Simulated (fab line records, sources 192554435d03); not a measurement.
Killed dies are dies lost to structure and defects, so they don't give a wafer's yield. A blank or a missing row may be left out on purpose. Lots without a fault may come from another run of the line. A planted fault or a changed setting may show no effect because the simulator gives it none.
fab line records | flow n5_finfet | part 2 of 2: steps 27 to 36 of 36
record lots=5 wafers=15 last_day=19
route steps=1938 shown WELL_APT@31 PMOS_HMC_CHANNEL_EPI@57
lots that met no fault: from a run of the same line without faults
start_h: hours from the record's first day to the start of the lot's first wafer shown | wait_h: hours since the lot's step before | " the same as in the row above | L1.1+2: a row that stands for several wafers | - no value, or no start given | * or withheld: withheld | < > ~ a bound
route shown NAME@n: a module of which the file shows steps, and the number in the route of the first | usual: mean/standard deviation of fault-free wafers | same: alike in all rows | chamber/n: place in a boat | sites: the reading at each site | _std_site: their standard deviation | _edge_site: outer sites' mean less inner sites' | radius_mm: how far each site lies from the wafer's centre | mask NAME#n: copy n | behind: the tool/chamber that last shaped the wafer | hold: why the lot was held/for how many hours/how that ended | device: the transistor (n, p or np) that didn't switch | end of line: the same wafers' tests at the end of the route | a step without rows: its recipe alone | killed: dies lost to structure and defects at the first sort, not the wafer's yield | map: a wafer's dies, x killed, . not, _ none there
set.NAME: the setting as run; set.NAME@STEP: as run at that earlier step | model.NAME: the simulator's own value behind a step, which no gauge read
lots at some steps of the route; a table a step, a row a wafer
services: from which hour (start_h, from the record's first day; less than 0 if before it) a tool's chamber was out of use, for how many hours, and why
## steps
# step N5_PMOS_HMC_CHANNEL_EPI_HM_DEP_34
# recipe material=SiO2 target_thk_a=360 temp_c=400 precursor=TEOS/O2 pressure_torr=6.5 rf_w=900 teos_flow_sccm=161.4 gas=O2 flow_sccm=2650 time_s=6.9
# usual heater_power_w=558/110 showerhead_plenum_p_Torr=8.37/0.042 throttle_valve_pct=18.3/1.5
# columns lot.wafer tool chamber start_h wait_h heater_power_w showerhead_plenum_p_Torr throttle_valve_pct
L074.4 pecvd-02 2 16.98 0.0 486 8.38 18.3
L074.5 " 0 " " 581 8.30 17.6
L074.6 " 1 " " 660 8.36 19.5
L075.3 pecvd-03 2 22.72 0.0 341 8.34 16.1
L075.4 " 1 " " 571 8.40 19.5
L075.6 " 2 " " 331 8.34 16.0
L081.1 pecvd-03 2 59.05 0.0 359 8.33 16.3
L081.3 " 1 " " 590 8.41 19.8
L081.4 " 0 " " 638 8.44 20.1
L091.1 pecvd-01 2 118.95 0.0 590 8.37 17.0
L091.5 " 2 " " 596 8.38 17.2
L091.6 " 1 " " 502 8.38 17.7
L095.1 pecvd-03 1 147.35 0.0 632 8.44 20.0
L095.4 " 2 " " 395 8.33 16.2
L095.5 " 0 " " 622 8.41 20.4
# step N5_PMOS_HMC_CHANNEL_EPI_COAT_31
# recipe resist=BARC temp_c=205 time_s=60 spin_rpm=1500 resist_thk_nm=66
# usual chill_plate_temp_C=22.99/0.11 heater_power_total_W=391.8/1.4
# columns lot.wafer tool chamber start_h wait_h chill_plate_temp_C heater_power_total_W
L074.4 litho_track-02 0 17.02 0.0 22.85 390.5
L074.5 " 0 " " 22.94 392.7
L074.6 " 0 " " 23.06 389.8
L075.3 litho_track-04 0 22.78 0.0 23.01 392.6
L075.4 " 0 " " 23.08 392.9
L075.6 " 0 " " 23.02 391.3
L081.1 litho_track-03 0 59.11 0.0 23.08 389.6
L081.3 " 0 " " 23.21 392.6
L081.4 " 0 " " 23.06 390.0
L091.1 litho_track-02 0 119.00 0.0 22.97 393.3
L091.5 " 0 " " 22.69 393.9
L091.6 " 0 " " 22.84 390.6
L095.1 litho_track-02 0 147.41 0.0 23.09 392.5
L095.4 " 0 " " 23.09 393.1
L095.5 " 0 " " 22.90 392.0
# step N5_PMOS_HMC_CHANNEL_EPI_COAT_03
# recipe resist=CAR-ArF-block spin_rpm=1500 resist_thk_nm=205
# usual chill_plate_temp_C=22.99/0.1
# columns lot.wafer tool chamber start_h wait_h chill_plate_temp_C
L074.4 litho_track-02 0 - - 23.09
L074.5 " 0 " " 22.97
L074.6 " 0 " " 23.14
L075.3 litho_track-04 0 - - 23.14
L075.4 " 0 " " 22.96
L075.6 " 0 " " 22.98
L081.1 litho_track-03 0 - - 22.97
L081.3 " 0 " " 22.91
L081.4 " 0 " " 22.91
L091.1 litho_track-02 0 - - 22.98
L091.5 " 0 " " 23.15
L091.6 " 0 " " 22.89
L095.1 litho_track-02 0 - - 22.90
L095.4 " 0 " " 22.93
L095.5 " 0 " " 22.94
# step N5_PMOS_HMC_CHANNEL_EPI_EBR_05
# recipe solvent=PGMEA ebr_width_mm=1.5
# usual chill_plate_temp_C=23.00/0.11
# columns lot.wafer tool chamber start_h wait_h chill_plate_temp_C
L074.4 litho_track-02 0 - - 22.91
L074.5 " 0 " " 22.74
L074.6 " 0 " " 22.62
L075.3 litho_track-04 0 - - 23.02
L075.4 " 0 " " 22.91
L075.6 " 0 " " 23.03
L081.1 litho_track-03 0 - - 22.84
L081.3 " 0 " " 22.95
L081.4 " 0 " " 23.21
L091.1 litho_track-02 0 - - 23.23
L091.5 " 0 " " 23.09
L091.6 " 0 " " 23.01
L095.1 litho_track-02 0 - - 23.06
L095.4 " 0 " " 22.97
L095.5 " 0 " " 22.97
# step N5_PMOS_HMC_CHANNEL_EPI_SOFTBAKE_04
# recipe temp_c=110 time_s=60 resist=CAR-ArF-block
# usual chill_plate_temp_C=23.00/0.11 heater_power_total_W=175.5/1.7
# columns lot.wafer tool chamber start_h wait_h chill_plate_temp_C heater_power_total_W
L074.4 litho_track-02 0 - - 22.88 173.2
L074.5 " 0 " " 23.02 177.4
L074.6 " 0 " " 23.02 177.3
L075.3 litho_track-04 0 - - 23.12 176.9
L075.4 " 0 " " 23.13 173.8
L075.6 " 0 " " 23.05 176.5
L081.1 litho_track-03 0 - - 22.89 173.2
L081.3 " 0 " " 22.93 176.6
L081.4 " 0 " " 22.89 175.3
L091.1 litho_track-02 0 - - 23.06 176.4
L091.5 " 0 " " 23.03 177.5
L091.6 " 0 " " 23.17 173.1
L095.1 litho_track-02 0 - - 22.94 174.4
L095.4 " 0 " " 22.86 173.2
L095.5 " 0 " " 22.93 173.0
# step N5_PMOS_HMC_CHANNEL_EPI_EXPOSE_06
# recipe mask_id=PMOS_HMC_BLK na=1.35 source_shape=conventional sigma_outer=0.8 polarization=unpolarized target_cd_nm=240 dose_mj=41
# columns lot.wafer tool chamber start_h wait_h mask
L074.4+5+6 arfi_scanner-02 0 17.27 - PMOS_HMC_BLK#0
L075.3+4+6 arfi_scanner-03 0 23.02 - PMOS_HMC_BLK#0
L081.1+3+4 arfi_scanner-03 0 59.33 - PMOS_HMC_BLK#0
L091.1+5+6 arfi_scanner-03 0 119.13 - PMOS_HMC_BLK#0
L095.1+4+5 arfi_scanner-01 0 147.63 - PMOS_HMC_BLK#0
# step N5_PMOS_HMC_CHANNEL_EPI_PEB_07
# recipe peb_temp_c=110 peb_time_s=60 resist=CAR-ArF-block
# usual chill_plate_temp_C=23.03/0.11 heater_power_total_W=175.2/1.7
# columns lot.wafer tool chamber start_h wait_h chill_plate_temp_C heater_power_total_W
L074.4 litho_track-04 0 17.31 0.0 23.21 176.5
L074.5 " 0 " " 23.05 174.3
L074.6 " 0 " " 23.10 177.5
L075.3 litho_track-04 0 23.06 0.0 23.08 173.1
L075.4 " 0 " " 23.11 177.2
L075.6 " 0 " " 22.92 173.1
L081.1 litho_track-03 0 59.39 0.1 22.99 177.5
L081.3 " 0 " " 22.85 173.2
L081.4 " 0 " " 22.99 177.5
L091.1 litho_track-03 0 119.19 0.1 23.08 173.6
L091.5 " 0 " " 22.97 173.9
L091.6 " 0 " " 23.08 173.0
L095.1 litho_track-03 0 147.69 0.1 23.25 174.5
L095.4 " 0 " " 23.04 173.9
L095.5 " 0 " " 22.96 177.5
# step N5_PMOS_HMC_CHANNEL_EPI_DEVELOP_08
# recipe develop_time_s=30 developer=TMAH resist=CAR-ArF-block dev_temp_c=23 rinse_liquid=diw dry=air_spin
# usual chill_plate_temp_C=22.98/0.11
# columns lot.wafer tool chamber start_h wait_h chill_plate_temp_C
L074.4 litho_track-04 0 - - 23.02
L074.5 " 0 " " 22.98
L074.6 " 0 " " 22.99
L075.3 litho_track-04 0 - - 23.15
L075.4 " 0 " " 23.00
L075.6 " 0 " " 23.34
L081.1 litho_track-03 0 - - 22.84
L081.3 " 0 " " 22.93
L081.4 " 0 " " 22.93
L091.1 litho_track-03 0 - - 23.04
L091.5 " 0 " " 22.94
L091.6 " 0 " " 22.92
L095.1 litho_track-03 0 - - 23.12
L095.4 " 0 " " 23.00
L095.5 " 0 " " 23.13
# step N5_PMOS_HMC_CHANNEL_EPI_CD_MEAS_09
# recipe target_cd_nm=237.4 landing_energy_ev=500 detector=se_inlens
# usual cd_nm=237.4/1
# columns lot.wafer tool chamber start_h wait_h cd_nm
L074.4 cd_sem-01 0 17.38 - 238.5
L074.5 " 0 " " 238.5
L074.6 " 0 " " 238.1
L075.3 cd_sem-03 0 23.13 - 237.3
L075.4 " 0 " " 236.3
L075.6 " 0 " " 237.6
L081.1 cd_sem-01 0 59.46 - 237.2
L081.3 " 0 " " 237.8
L081.4 " 0 " " 236.2
L091.1 cd_sem-03 0 119.25 - 237.0
L091.5 " 0 " " 235.5
L091.6 " 0 " " 237.3
L095.1 cd_sem-02 0 147.76 - 236.8
L095.4 " 0 " " 238.5
L095.5 " 0 " " 237.7
# step N5_PMOS_HMC_CHANNEL_EPI_OVL_MEAS_10
# recipe points_per_wafer=44
# usual PMOS_HMC_BLK_OVL=0.3/0.94
# columns lot.wafer tool chamber start_h wait_h PMOS_HMC_BLK_OVL[nm]
L074.4 overlay-02 0 17.40 0.0 -0.3
L074.5 " 0 " " 0.0
L074.6 " 0 " " 0.3
L075.3 overlay-01 0 23.16 0.0 0.5
L075.4 " 0 " " 0.0
L075.6 " 0 " " 0.2
L081.1 overlay-02 0 59.49 0.0 2.0
L081.3 " 0 " " 0.7
L081.4 " 0 " " 0.6
L091.1 overlay-02 0 119.28 0.0 -1.6
L091.5 " 0 " " -1.1
L091.6 " 0 " " 0.0
L095.1 overlay-01 0 147.79 0.0 1.5
L095.4 " 0 " " 0.7
L095.5 " 0 " " 1.7
## services
# columns tool chamber start_h hours kind
arfi_scanner-03 - -5.89 1.0 pm
krf_scanner-01 - 1.57 2.3 repair
implanter-02 - 6.40 3.4 repair
implanter-02 - 13.01 3.7 repair
krf_scanner-01 - 20.87 0.2 repair
implanter-01 - 22.21 1.7 repair
arfi_scanner-03 - 25.79 0.8 pm
rie_diel-03 2 26.72 4.9 repair
implanter-02 - 26.75 1.2 repair
rie_diel-03 0 30.25 4.7 repair
krf_scanner-01 - 43.14 0.8 pm
rie_diel-01 1 59.08 2.7 repair
rie_diel-03 3 60.64 132.0 repair
krf_scanner-01 - 62.40 1.0 pm
implanter-02 - 63.64 1.2 repair
arfi_scanner-03 - 66.68 0.4 repair
rie_diel-01 2 79.65 27.8 repair
krf_scanner-01 - 99.66 0.4 repair
krf_scanner-01 - 105.81 1.3 pm
arfi_scanner-03 - 108.87 1.3 pm
krf_scanner-01 - 111.48 8.9 repair
rtp_anneal-02 - 118.69 61.9 pm
krf_scanner-01 - 125.40 0.5 repair
krf_scanner-01 - 139.36 4.1 repair
